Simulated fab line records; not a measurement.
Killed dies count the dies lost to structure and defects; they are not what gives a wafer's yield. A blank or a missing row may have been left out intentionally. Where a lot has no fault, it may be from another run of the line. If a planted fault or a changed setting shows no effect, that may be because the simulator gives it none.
What tool caused it? :: flow n5Finfet :: 24 lots, 72 wafers sampled, at 5 steps of a route of 1938

## WHAT THE GAUGES SHOWED, per wafer
N5_GATE_CUT_INSPECT_15: inspects for defects (brightfield). Usual: rawDefectCount 133, standard deviation 37.
lot: L074
measured: day 4 11:26
on: defectInspect-02
rawDefectCount: 175 137 164
flag: 

lot: L075
measured: day 4 20:37
on: defectInspect-01
rawDefectCount: 110 129 169
flag: 

lot: L076
measured: day 4 23:33
on: defectInspect-01
rawDefectCount: 101 89 123
flag: 

lot: L077
measured: day 5 06:28
on: defectInspect-02
rawDefectCount: 102 119 113
flag: 

lot: L078
measured: day 5 11:08
on: defectInspect-02
rawDefectCount: 109 108 111
flag: 

lot: L079
measured: day 5 18:05
on: defectInspect-01
rawDefectCount: 117 159 139
flag: 

lot: L080
measured: day 6 00:03
on: defectInspect-01
rawDefectCount: 127 92 164
flag: 

lot: L081
measured: day 6 04:52
on: defectInspect-01
rawDefectCount: 212 120 86
flag: 

lot: L082
measured: day 6 12:13
on: defectInspect-02
rawDefectCount: 83 84 86
flag: 

lot: L083
measured: day 6 18:00
on: defectInspect-01
rawDefectCount: 147 125 125
flag: 

lot: L084
measured: day 7 01:29
on: defectInspect-01
rawDefectCount: 78 110 122
flag: 

lot: L085
measured: day 7 10:09
on: defectInspect-01
rawDefectCount: 84 92 149
flag: 

lot: L086
measured: day 7 13:47
on: defectInspect-02
rawDefectCount: 144 152 249
flag: 

lot: L087
measured: day 7 23:48
on: defectInspect-01
rawDefectCount: 119 136 152
flag: 

lot: L088
measured: day 8 01:48
on: defectInspect-02
rawDefectCount: 105 72 150
flag: 

lot: L089
measured: day 8 07:37
on: defectInspect-02
rawDefectCount: 118 112 98
flag: 

lot: L090
measured: day 8 16:22
on: defectInspect-02
rawDefectCount: 146 171 86
flag: 

lot: L091
measured: day 8 18:53
on: defectInspect-02
rawDefectCount: 197 248 162
flag: 

lot: L092
measured: day 9 02:49
on: defectInspect-01
rawDefectCount: 174 65 121
flag: 

lot: L093
measured: day 9 13:40
on: defectInspect-02
rawDefectCount: 150 111 90
flag: 

lot: L094
measured: day 9 16:52
on: defectInspect-01
rawDefectCount: 116 155 153
flag: 

lot: L095
measured: day 9 19:17
on: defectInspect-01
rawDefectCount: 103 98 84
flag: 

lot: L096
measured: day 10 06:10
on: defectInspect-01
rawDefectCount: 116 128 128
flag: 

lot: L097
measured: day 10 08:22
on: defectInspect-01
rawDefectCount: 159 108 230
flag: 

## WHICH TOOL RAN EACH LOT (tool, then ch and the chambers of the sampled wafers, then the start)
lot: L074
N5_HKMG_FIN_STRIP_88: plasmaAsher-01 ch 0,1, day 4 04:36
N5_HKMG_FIN_ETCHBACK_68: rieMetal-01 ch 0,1, day 4 05:39
N5_HKMG_FIN_CMP_94: cmp-03 ch 1,3, day 4 07:11
N5_GATE_CUT_STRIP_59: rieDiel-02 ch 1,3, day 4 08:09

lot: L075
N5_HKMG_FIN_STRIP_88: plasmaAsher-02 ch 0,1, day 4 13:59
N5_HKMG_FIN_ETCHBACK_68: rieMetal-02 ch 1, day 4 15:03
N5_HKMG_FIN_CMP_94: cmp-03 ch 1,2, day 4 16:43
N5_GATE_CUT_STRIP_59: rieDiel-03 ch 0,1,2, day 4 17:22

lot: L076
N5_HKMG_FIN_STRIP_88: plasmaAsher-02 ch 0,1, day 4 16:46
N5_HKMG_FIN_ETCHBACK_68: rieMetal-01 ch 0,1, day 4 17:53
N5_HKMG_FIN_CMP_94: cmp-01 ch 0,2,3, day 4 19:39
N5_GATE_CUT_STRIP_59: rieDiel-02 ch 0,1,2, day 4 20:17

lot: L077
N5_HKMG_FIN_STRIP_88: plasmaAsher-01 ch 0,1, day 4 21:52
N5_HKMG_FIN_ETCHBACK_68: rieMetal-01 ch 0,1, day 4 22:55
N5_HKMG_FIN_CMP_94: cmp-01 ch 0,2,3, day 5 00:35
N5_GATE_CUT_STRIP_59: rieDiel-01 ch 1,2,3, day 5 01:13

lot: L078
N5_HKMG_FIN_STRIP_88: plasmaAsher-01 ch 0,1, day 5 04:16
N5_HKMG_FIN_ETCHBACK_68: rieMetal-02 ch 0,1, day 5 05:19
N5_HKMG_FIN_CMP_94: cmp-03 ch 0,2,3, day 5 06:51
N5_GATE_CUT_STRIP_59: rieDiel-03 ch 0,2,3, day 5 07:31

lot: L079
N5_HKMG_FIN_STRIP_88: plasmaAsher-02 ch 0,1, day 5 10:25
N5_HKMG_FIN_ETCHBACK_68: rieMetal-02 ch 0, day 5 11:34
N5_HKMG_FIN_CMP_94: cmp-04 ch 0,3, day 5 13:10
N5_GATE_CUT_STRIP_59: rieDiel-01 ch 0,2,3, day 5 14:10

lot: L080
N5_HKMG_FIN_STRIP_88: plasmaAsher-01 ch 1, day 5 17:09
N5_HKMG_FIN_ETCHBACK_68: rieMetal-01 ch 0,1, day 5 18:14
N5_HKMG_FIN_CMP_94: cmp-04 ch 0,1,3, day 5 19:46
N5_GATE_CUT_STRIP_59: rieDiel-03 ch 1,3, day 5 20:26

lot: L081
N5_HKMG_FIN_STRIP_88: plasmaAsher-02 ch 0,1, day 5 22:07
N5_HKMG_FIN_ETCHBACK_68: rieMetal-01 ch 0,1, day 5 23:14
N5_HKMG_FIN_CMP_94: cmp-04 ch 0,2,3, day 6 00:49
N5_GATE_CUT_STRIP_59: rieDiel-01 ch 1,2,3, day 6 01:28

lot: L082
N5_HKMG_FIN_STRIP_88: plasmaAsher-02 ch 0,1, day 6 05:38
N5_HKMG_FIN_ETCHBACK_68: rieMetal-02 ch 0,1, day 6 06:40
N5_HKMG_FIN_CMP_94: cmp-04 ch 0,1,3, day 6 08:14
N5_GATE_CUT_STRIP_59: rieDiel-01 ch 2,3, day 6 08:52

lot: L083
N5_HKMG_FIN_STRIP_88: plasmaAsher-01 ch 0,1, day 6 11:15
N5_HKMG_FIN_ETCHBACK_68: rieMetal-01 ch 0,1, day 6 12:17
N5_HKMG_FIN_CMP_94: cmp-04 ch 0,2,3, day 6 13:55
N5_GATE_CUT_STRIP_59: rieDiel-03 ch 0,3, day 6 14:43

lot: L084
N5_HKMG_FIN_STRIP_88: plasmaAsher-01 ch 0,1, day 6 18:40
N5_HKMG_FIN_ETCHBACK_68: rieMetal-02 ch 0,1, day 6 19:43
N5_HKMG_FIN_CMP_94: cmp-03 ch 0,1,2, day 6 21:18
N5_GATE_CUT_STRIP_59: rieDiel-01 ch 0,1,3, day 6 22:12

lot: L085
N5_HKMG_FIN_STRIP_88: plasmaAsher-02 ch 0,1, day 7 03:38
N5_HKMG_FIN_ETCHBACK_68: rieMetal-01 ch 1, day 7 04:38
N5_HKMG_FIN_CMP_94: cmp-04 ch 1,2,3, day 7 06:17
N5_GATE_CUT_STRIP_59: rieDiel-02 ch 0,1,2, day 7 06:54

lot: L086
N5_HKMG_FIN_STRIP_88: plasmaAsher-02 ch 0,1, day 7 07:04
N5_HKMG_FIN_ETCHBACK_68: rieMetal-02 ch 0,1, day 7 08:08
N5_HKMG_FIN_CMP_94: cmp-04 ch 0,1,3, day 7 09:40
N5_GATE_CUT_STRIP_59: rieDiel-02 ch 0,1, day 7 10:32

lot: L087
N5_HKMG_FIN_STRIP_88: plasmaAsher-01 ch 0,1, day 7 16:59
N5_HKMG_FIN_ETCHBACK_68: rieMetal-02 ch 0,1, day 7 18:05
N5_HKMG_FIN_CMP_94: cmp-01 ch 0,2,3, day 7 19:39
N5_GATE_CUT_STRIP_59: rieDiel-02 ch 0,1, day 7 20:33

lot: L088
N5_HKMG_FIN_STRIP_88: plasmaAsher-01 ch 0,1, day 7 19:02
N5_HKMG_FIN_ETCHBACK_68: rieMetal-02 ch 0,1, day 7 20:01
N5_HKMG_FIN_CMP_94: cmp-03 ch 0,2, day 7 21:31
N5_GATE_CUT_STRIP_59: rieDiel-02 ch 0,1, day 7 22:11

lot: L089
N5_HKMG_FIN_STRIP_88: plasmaAsher-02 ch 0,1, day 8 01:08
N5_HKMG_FIN_ETCHBACK_68: rieMetal-01 ch 0,1, day 8 02:10
N5_HKMG_FIN_CMP_94: cmp-01 ch 0,1, day 8 03:43
N5_GATE_CUT_STRIP_59: rieDiel-01 ch 0,1, day 8 04:23

lot: L090
N5_HKMG_FIN_STRIP_88: plasmaAsher-01 ch 0,1, day 8 08:37
N5_HKMG_FIN_ETCHBACK_68: rieMetal-03 ch 0,1, day 8 09:39
N5_HKMG_FIN_CMP_94: cmp-04 ch 0,1, day 8 11:16
N5_GATE_CUT_STRIP_59: rieDiel-01 ch 0,2,3, day 8 11:55

lot: L091
N5_HKMG_FIN_STRIP_88: plasmaAsher-02 ch 0,1, day 8 11:22
N5_HKMG_FIN_ETCHBACK_68: rieMetal-03 ch 0,1, day 8 12:20
N5_HKMG_FIN_CMP_94: cmp-04 ch 0,2, day 8 13:52
N5_GATE_CUT_STRIP_59: rieDiel-03 ch 1,2, day 8 14:37

lot: L092
N5_HKMG_FIN_STRIP_88: plasmaAsher-02 ch 0,1, day 8 20:04
N5_HKMG_FIN_ETCHBACK_68: rieMetal-02 ch 0,1, day 8 21:07
N5_HKMG_FIN_CMP_94: cmp-01 ch 1,2,3, day 8 22:39
N5_GATE_CUT_STRIP_59: rieDiel-02 ch 1,3, day 8 23:19

lot: L093
N5_HKMG_FIN_STRIP_88: plasmaAsher-01 ch 0,1, day 9 07:05
N5_HKMG_FIN_ETCHBACK_68: rieMetal-02 ch 0,1, day 9 08:05
N5_HKMG_FIN_CMP_94: cmp-01 ch 0,3, day 9 09:40
N5_GATE_CUT_STRIP_59: rieDiel-02 ch 0,1,3, day 9 10:22

lot: L094
N5_HKMG_FIN_STRIP_88: plasmaAsher-01 ch 0,1, day 9 10:05
N5_HKMG_FIN_ETCHBACK_68: rieMetal-02 ch 0,1, day 9 11:10
N5_HKMG_FIN_CMP_94: cmp-04 ch 1,3, day 9 12:43
N5_GATE_CUT_STRIP_59: rieDiel-03 ch 1,2, day 9 13:22

lot: L095
N5_HKMG_FIN_STRIP_88: plasmaAsher-01 ch 0, day 9 12:26
N5_HKMG_FIN_ETCHBACK_68: rieMetal-02 ch 1, day 9 13:31
N5_HKMG_FIN_CMP_94: cmp-04 ch 0,2,3, day 9 15:08
N5_GATE_CUT_STRIP_59: rieDiel-03 ch 1,2, day 9 16:02

lot: L096
N5_HKMG_FIN_STRIP_88: plasmaAsher-02 ch 0,1, day 9 21:28
N5_HKMG_FIN_ETCHBACK_68: rieMetal-02 ch 0,1, day 9 22:26
N5_HKMG_FIN_CMP_94: cmp-01 ch 1,2, day 10 00:03
N5_GATE_CUT_STRIP_59: rieDiel-03 ch 0,1,2, day 10 00:41

lot: L097
N5_HKMG_FIN_STRIP_88: plasmaAsher-01 ch 0,1, day 10 01:39
N5_HKMG_FIN_ETCHBACK_68: rieMetal-01 ch 0,1, day 10 02:49
N5_HKMG_FIN_CMP_94: cmp-03 ch 0,2,3, day 10 04:27
N5_GATE_CUT_STRIP_59: rieDiel-02 ch 0,1, day 10 05:07
- N5_HKMG_FIN_STRIP_88: strips in N2/H2, time 360 s.
- N5_HKMG_FIN_ETCHBACK_68: etches the open film in Cl2/Ar, stops on HfO2, target depth 0.5 nm.
- N5_HKMG_FIN_CMP_94: polishes, stops on SiNx, t overpolish 4.7 s, target thk 43.299 nm.
- N5_GATE_CUT_STRIP_59: strips in N2/H2, time 20 s.

## AS READ BY THE TOOLS THEMSELVES (means over the sampled wafers that have a number; for cases with no such wafer, the mark the record gives instead)
N5_HKMG_FIN_STRIP_88. Usual: drypumpMotorCurrentA 6.0 A, standard deviation 0.4; heaterPowerW 515 W, standard deviation 27.
lot: L074
tool: plasmaAsher-01
drypumpMotorCurrentA (A): 5.8
heaterPowerW (W): 537
flag: 

lot: L075
tool: plasmaAsher-02
drypumpMotorCurrentA (A): 6.4
heaterPowerW (W): 505
flag: 

lot: L076
tool: plasmaAsher-02
drypumpMotorCurrentA (A): 6.4
heaterPowerW (W): 511
flag: 

lot: L077
tool: plasmaAsher-01
drypumpMotorCurrentA (A): 5.9
heaterPowerW (W): 531
flag: 

lot: L078
tool: plasmaAsher-01
drypumpMotorCurrentA (A): 5.8
heaterPowerW (W): 515
flag: 

lot: L079
tool: plasmaAsher-02
drypumpMotorCurrentA (A): 6.4
heaterPowerW (W): 517
flag: 

lot: L080
tool: plasmaAsher-01
drypumpMotorCurrentA (A): 5.8
heaterPowerW (W): 554
flag: 

lot: L081
tool: plasmaAsher-02
drypumpMotorCurrentA (A): 6.0
heaterPowerW (W): 501
flag: 

lot: L082
tool: plasmaAsher-02
drypumpMotorCurrentA (A): 6.0
heaterPowerW (W): 506
flag: 

lot: L083
tool: plasmaAsher-01
drypumpMotorCurrentA (A): 5.8
heaterPowerW (W): 533
flag: 

lot: L084
tool: plasmaAsher-01
drypumpMotorCurrentA (A): 5.8
heaterPowerW (W): 534
flag: 

lot: L085
tool: plasmaAsher-02
drypumpMotorCurrentA (A): 6.3
heaterPowerW (W): 514
flag: 

lot: L086
tool: plasmaAsher-02
drypumpMotorCurrentA (A): 6.4
heaterPowerW (W): 515
flag: 

lot: L087
tool: plasmaAsher-01
drypumpMotorCurrentA (A): 5.8
heaterPowerW (W): 535
flag: 

lot: L088
tool: plasmaAsher-01
drypumpMotorCurrentA (A): 5.8
heaterPowerW (W): 516
flag: 

lot: L089
tool: plasmaAsher-02
drypumpMotorCurrentA (A): 6.4
heaterPowerW (W): 514
flag: 

lot: L090
tool: plasmaAsher-01
drypumpMotorCurrentA (A): 5.8
heaterPowerW (W): 513
flag: 

lot: L091
tool: plasmaAsher-02
drypumpMotorCurrentA (A): 6.0
heaterPowerW (W): 492
flag: 

lot: L092
tool: plasmaAsher-02
drypumpMotorCurrentA (A): 6.0
heaterPowerW (W): 498
flag: 

lot: L093
tool: plasmaAsher-01
drypumpMotorCurrentA (A): 5.8
heaterPowerW (W): 517
flag: 

lot: L094
tool: plasmaAsher-01
drypumpMotorCurrentA (A): 5.8
heaterPowerW (W): 525
flag: 

lot: L095
tool: plasmaAsher-01
drypumpMotorCurrentA (A): 5.8
heaterPowerW (W): 494
flag: 

lot: L096
tool: plasmaAsher-02
drypumpMotorCurrentA (A): 6.0
heaterPowerW (W): 501
flag: 

lot: L097
tool: plasmaAsher-01
drypumpMotorCurrentA (A): 5.8
heaterPowerW (W): 511
flag: 

N5_HKMG_FIN_ETCHBACK_68. Usual: drypumpMotorCurrentA 5.4 A, standard deviation 0.37; oesProductAu 0.69 a.u., standard deviation 0.11; throttleValvePct 21.06 %, standard deviation 0.14.
lot: L074
tool: rieMetal-01
drypumpMotorCurrentA (A): 5.4
oesProductAu (a.u.): 0.57
throttleValvePct (%): 21.17
flag: 

lot: L075
tool: rieMetal-02
drypumpMotorCurrentA (A): 6.0
oesProductAu (a.u.): 0.65
throttleValvePct (%): 21.06
flag: 

lot: L076
tool: rieMetal-01
drypumpMotorCurrentA (A): 5.4
oesProductAu (a.u.): 0.57
throttleValvePct (%): 21.16
flag: 

lot: L077
tool: rieMetal-01
drypumpMotorCurrentA (A): 5.4
oesProductAu (a.u.): 0.56
throttleValvePct (%): 21.19
flag: 

lot: L078
tool: rieMetal-02
drypumpMotorCurrentA (A): 5.7
oesProductAu (a.u.): 0.70
throttleValvePct (%): 21.02
flag: 

lot: L079
tool: rieMetal-02
drypumpMotorCurrentA (A): 5.1
oesProductAu (a.u.): 0.80
throttleValvePct (%): 20.95
flag: 

lot: L080
tool: rieMetal-01
drypumpMotorCurrentA (A): 5.4
oesProductAu (a.u.): 0.57
throttleValvePct (%): 21.17
flag: 

lot: L081
tool: rieMetal-01
drypumpMotorCurrentA (A): 5.4
oesProductAu (a.u.): 0.57
throttleValvePct (%): 21.16
flag: 

lot: L082
tool: rieMetal-02
drypumpMotorCurrentA (A): 5.4
oesProductAu (a.u.): 0.75
throttleValvePct (%): 21.00
flag: 

lot: L083
tool: rieMetal-01
drypumpMotorCurrentA (A): 5.3
oesProductAu (a.u.): 0.56
throttleValvePct (%): 21.17
flag: 

lot: L084
tool: rieMetal-02
drypumpMotorCurrentA (A): 5.7
oesProductAu (a.u.): 0.70
throttleValvePct (%): 21.04
flag: 

lot: L085
tool: rieMetal-01
drypumpMotorCurrentA (A): 5.5
oesProductAu (a.u.): 0.57
throttleValvePct (%): 21.16
flag: 

lot: L086
tool: rieMetal-02
drypumpMotorCurrentA (A): 5.7
oesProductAu (a.u.): 0.70
throttleValvePct (%): 21.03
flag: 

lot: L087
tool: rieMetal-02
drypumpMotorCurrentA (A): 5.3
oesProductAu (a.u.): 0.74
throttleValvePct (%): 21.00
flag: 

lot: L088
tool: rieMetal-02
drypumpMotorCurrentA (A): 5.4
oesProductAu (a.u.): 0.74
throttleValvePct (%): 20.98
flag: 

lot: L089
tool: rieMetal-01
drypumpMotorCurrentA (A): 5.4
oesProductAu (a.u.): 0.96
throttleValvePct (%): 20.74
flag: 

lot: L090
tool: rieMetal-03
drypumpMotorCurrentA (A): 5.6
oesProductAu (a.u.): 0.65
throttleValvePct (%): 21.25
flag: 

lot: L091
tool: rieMetal-03
drypumpMotorCurrentA (A): 5.6
oesProductAu (a.u.): 0.68
throttleValvePct (%): 21.26
flag: 

lot: L092
tool: rieMetal-02
drypumpMotorCurrentA (A): 5.7
oesProductAu (a.u.): 0.69
throttleValvePct (%): 21.03
flag: 

lot: L093
tool: rieMetal-02
drypumpMotorCurrentA (A): 5.3
oesProductAu (a.u.): 0.73
throttleValvePct (%): 21.01
flag: 

lot: L094
tool: rieMetal-02
drypumpMotorCurrentA (A): 5.7
oesProductAu (a.u.): 0.68
throttleValvePct (%): 21.07
flag: 

lot: L095
tool: rieMetal-02
drypumpMotorCurrentA (A): 6.0
oesProductAu (a.u.): 0.64
throttleValvePct (%): 21.08
flag: 

lot: L096
tool: rieMetal-02
drypumpMotorCurrentA (A): 5.7
oesProductAu (a.u.): 0.69
throttleValvePct (%): 21.04
flag: 

lot: L097
tool: rieMetal-01
drypumpMotorCurrentA (A): 5.4
oesProductAu (a.u.): 0.92
throttleValvePct (%): 20.74
flag: 

N5_HKMG_FIN_CMP_94. Usual: motorCurrentA 12.7 A, standard deviation 1.7; padLifeWafers 838, standard deviation 540; platenRpm 50.287 rpm, standard deviation 0.028.
lot: L074
tool: cmp-03
motorCurrentA (A): 14.0
padLifeWafers: 823
platenRpm (rpm): 50.287
flag: 

lot: L075
tool: cmp-03
motorCurrentA (A): 11.6
padLifeWafers: 900
platenRpm (rpm): 50.247
flag: 

lot: L076
tool: cmp-01
motorCurrentA (A): 11.7
padLifeWafers: 1934
platenRpm (rpm): 50.267
flag: 

lot: L077
tool: cmp-01
motorCurrentA (A): 12.2
padLifeWafers: 1994
platenRpm (rpm): 50.251
flag: 

lot: L078
tool: cmp-03
motorCurrentA (A): 13.5
padLifeWafers: 1016
platenRpm (rpm): 50.281
flag: 

lot: L079
tool: cmp-04
motorCurrentA (A): 11.6
padLifeWafers: 98
platenRpm (rpm): 50.281
flag: 

lot: L080
tool: cmp-04
motorCurrentA (A): 13.0
padLifeWafers: 169
platenRpm (rpm): 50.292
flag: 

lot: L081
tool: cmp-04
motorCurrentA (A): 12.6
padLifeWafers: 272
platenRpm (rpm): 50.275
flag: 

lot: L082
tool: cmp-04
motorCurrentA (A): 12.4
padLifeWafers: 344
platenRpm (rpm): 50.287
flag: 

lot: L083
tool: cmp-04
motorCurrentA (A): 12.7
padLifeWafers: 387
platenRpm (rpm): 50.280
flag: 

lot: L084
tool: cmp-03
motorCurrentA (A): 12.4
padLifeWafers: 1322
platenRpm (rpm): 50.296
flag: 

lot: L085
tool: cmp-04
motorCurrentA (A): 14.2
padLifeWafers: 542
platenRpm (rpm): 50.313
flag: 

lot: L086
tool: cmp-04
motorCurrentA (A): 12.6
padLifeWafers: 559
platenRpm (rpm): 50.289
flag: 

lot: L087
tool: cmp-01
motorCurrentA (A): 12.1
padLifeWafers: 386
platenRpm (rpm): 50.313
flag: 

lot: L088
tool: cmp-03
motorCurrentA (A): 12.9
padLifeWafers: 1507
platenRpm (rpm): 50.298
flag: 

lot: L089
tool: cmp-01
motorCurrentA (A): 10.8
padLifeWafers: 450
platenRpm (rpm): 50.277
flag: 

lot: L090
tool: cmp-04
motorCurrentA (A): 14.0
padLifeWafers: 740
platenRpm (rpm): 50.309
flag: 

lot: L091
tool: cmp-04
motorCurrentA (A): 13.1
padLifeWafers: 764
platenRpm (rpm): 50.287
flag: 

lot: L092
tool: cmp-01
motorCurrentA (A): 11.5
padLifeWafers: 595
platenRpm (rpm): 50.309
flag: 

lot: L093
tool: cmp-01
motorCurrentA (A): 12.0
padLifeWafers: 656
platenRpm (rpm): 50.285
flag: 

lot: L094
tool: cmp-04
motorCurrentA (A): 12.3
padLifeWafers: 931
platenRpm (rpm): 50.273
flag: 

lot: L095
tool: cmp-04
motorCurrentA (A): 13.2
padLifeWafers: 962
platenRpm (rpm): 50.263
flag: 

lot: L096
tool: cmp-01
motorCurrentA (A): 11.9
padLifeWafers: 805
platenRpm (rpm): 50.268
flag: 

lot: L097
tool: cmp-03
motorCurrentA (A): 13.1
padLifeWafers: 1952
platenRpm (rpm): 50.281
flag: 

N5_GATE_CUT_STRIP_59. Usual: drypumpMotorCurrentA 5.9 A, standard deviation 0.52; oesProductAu 0.77 a.u., standard deviation 0.079; rfVppV 45.5 V, standard deviation 0.94; showerheadPlenumPTorr 3.43 Torr, standard deviation 0.083; throttleValvePct 12.20 %, standard deviation 0.22.
lot: L074
tool: rieDiel-02
drypumpMotorCurrentA (A): 5.6
oesProductAu (a.u.): 0.73
rfVppV (V): 44.6
showerheadPlenumPTorr (Torr): 3.27
throttleValvePct (%): 12.19
flag: 

lot: L075
tool: rieDiel-03
drypumpMotorCurrentA (A): 5.9
oesProductAu (a.u.): 0.74
rfVppV (V): 45.6
showerheadPlenumPTorr (Torr): 3.42
throttleValvePct (%): 12.30
flag: 

lot: L076
tool: rieDiel-02
drypumpMotorCurrentA (A): 5.8
oesProductAu (a.u.): 0.74
rfVppV (V): 45.2
showerheadPlenumPTorr (Torr): 3.41
throttleValvePct (%): 12.22
flag: 

lot: L077
tool: rieDiel-01
drypumpMotorCurrentA (A): 6.0
oesProductAu (a.u.): 0.81
rfVppV (V): 44.8
showerheadPlenumPTorr (Torr): 3.48
throttleValvePct (%): 12.04
flag: 

lot: L078
tool: rieDiel-03
drypumpMotorCurrentA (A): 5.9
oesProductAu (a.u.): 0.73
rfVppV (V): 46.3
showerheadPlenumPTorr (Torr): 3.41
throttleValvePct (%): 12.36
flag: 

lot: L079
tool: rieDiel-01
drypumpMotorCurrentA (A): 5.9
oesProductAu (a.u.): 0.82
rfVppV (V): 46.1
showerheadPlenumPTorr (Torr): 3.44
throttleValvePct (%): 12.08
flag: 

lot: L080
tool: rieDiel-03
drypumpMotorCurrentA (A): 6.0
oesProductAu (a.u.): 0.75
rfVppV (V): 45.0
showerheadPlenumPTorr (Torr): 3.52
throttleValvePct (%): 12.30
flag: 

lot: L081
tool: rieDiel-01
drypumpMotorCurrentA (A): 6.0
oesProductAu (a.u.): 0.79
rfVppV (V): 45.8
showerheadPlenumPTorr (Torr): 3.48
throttleValvePct (%): 12.05
flag: 

lot: L082
tool: rieDiel-01
drypumpMotorCurrentA (A): 6.1
oesProductAu (a.u.): 0.74
rfVppV (V): 46.1
showerheadPlenumPTorr (Torr): 3.41
throttleValvePct (%): 12.18
flag: 

lot: L083
tool: rieDiel-03
drypumpMotorCurrentA (A): 6.5
oesProductAu (a.u.): 0.75
rfVppV (V): 45.1
showerheadPlenumPTorr (Torr): 3.44
throttleValvePct (%): 12.33
flag: 

lot: L084
tool: rieDiel-01
drypumpMotorCurrentA (A): 6.0
oesProductAu (a.u.): 0.86
rfVppV (V): 46.8
showerheadPlenumPTorr (Torr): 3.45
throttleValvePct (%): 12.06
flag: 

lot: L085
tool: rieDiel-02
drypumpMotorCurrentA (A): 5.8
oesProductAu (a.u.): 0.73
rfVppV (V): 45.1
showerheadPlenumPTorr (Torr): 3.40
throttleValvePct (%): 12.27
flag: 

lot: L086
tool: rieDiel-02
drypumpMotorCurrentA (A): 5.3
oesProductAu (a.u.): 0.73
rfVppV (V): 45.3
showerheadPlenumPTorr (Torr): 3.43
throttleValvePct (%): 12.20
flag: 

lot: L087
tool: rieDiel-02
drypumpMotorCurrentA (A): 5.5
oesProductAu (a.u.): 0.74
rfVppV (V): 45.5
showerheadPlenumPTorr (Torr): 3.40
throttleValvePct (%): 12.11
flag: 

lot: L088
tool: rieDiel-02
drypumpMotorCurrentA (A): 5.3
oesProductAu (a.u.): 0.72
rfVppV (V): 45.1
showerheadPlenumPTorr (Torr): 3.42
throttleValvePct (%): 12.22
flag: 

lot: L089
tool: rieDiel-01
drypumpMotorCurrentA (A): 5.9
oesProductAu (a.u.): 0.88
rfVppV (V): 44.3
showerheadPlenumPTorr (Torr): 3.51
throttleValvePct (%): 11.95
flag: 

lot: L090
tool: rieDiel-01
drypumpMotorCurrentA (A): 5.9
oesProductAu (a.u.): 0.79
rfVppV (V): 46.0
showerheadPlenumPTorr (Torr): 3.43
throttleValvePct (%): 12.14
flag: 

lot: L091
tool: rieDiel-03
drypumpMotorCurrentA (A): 5.3
oesProductAu (a.u.): 0.86
rfVppV (V): 45.1
showerheadPlenumPTorr (Torr): 3.38
throttleValvePct (%): 11.99
flag: 

lot: L092
tool: rieDiel-02
drypumpMotorCurrentA (A): 5.7
oesProductAu (a.u.): 0.90
rfVppV (V): 45.5
showerheadPlenumPTorr (Torr): 3.52
throttleValvePct (%): 11.84
flag: 

lot: L093
tool: rieDiel-02
drypumpMotorCurrentA (A): 5.5
oesProductAu (a.u.): 0.80
rfVppV (V): 45.2
showerheadPlenumPTorr (Torr): 3.47
throttleValvePct (%): 12.04
flag: 

lot: L094
tool: rieDiel-03
drypumpMotorCurrentA (A): 5.3
oesProductAu (a.u.): 0.85
rfVppV (V): 45.6
showerheadPlenumPTorr (Torr): 3.37
throttleValvePct (%): 12.01
flag: 

lot: L095
tool: rieDiel-03
drypumpMotorCurrentA (A): 5.7
oesProductAu (a.u.): 0.79
rfVppV (V): 45.0
showerheadPlenumPTorr (Torr): 3.44
throttleValvePct (%): 12.16
flag: 

lot: L096
tool: rieDiel-03
drypumpMotorCurrentA (A): 5.9
oesProductAu (a.u.): 0.79
rfVppV (V): 46.8
showerheadPlenumPTorr (Torr): 3.40
throttleValvePct (%): 12.18
flag: 

lot: L097
tool: rieDiel-02
drypumpMotorCurrentA (A): 5.6
oesProductAu (a.u.): 0.73
rfVppV (V): 45.8
showerheadPlenumPTorr (Torr): 3.39
throttleValvePct (%): 12.16
flag: 

## THE ANSWER, worked out from the rows above alone
Rule: lot off if the mean of its wafers having a number is beyond 3 standard deviations from the usual mean. Also off: a lot with no number at a reading for which 4 or more lots have one. Where the step has rows for the other lots, those lots are counted as sound. Order of review: gauges by route order, followed by the tools' own readings, for which a lot's mean as printed above is used. The first step at which some lot is off is used, and at that step the reading that is off furthest; a lot without a number counts as furthest.
No lot is off at any reading shown: from this, nothing can be told.

## WHAT THE SIMULATOR PUT IN
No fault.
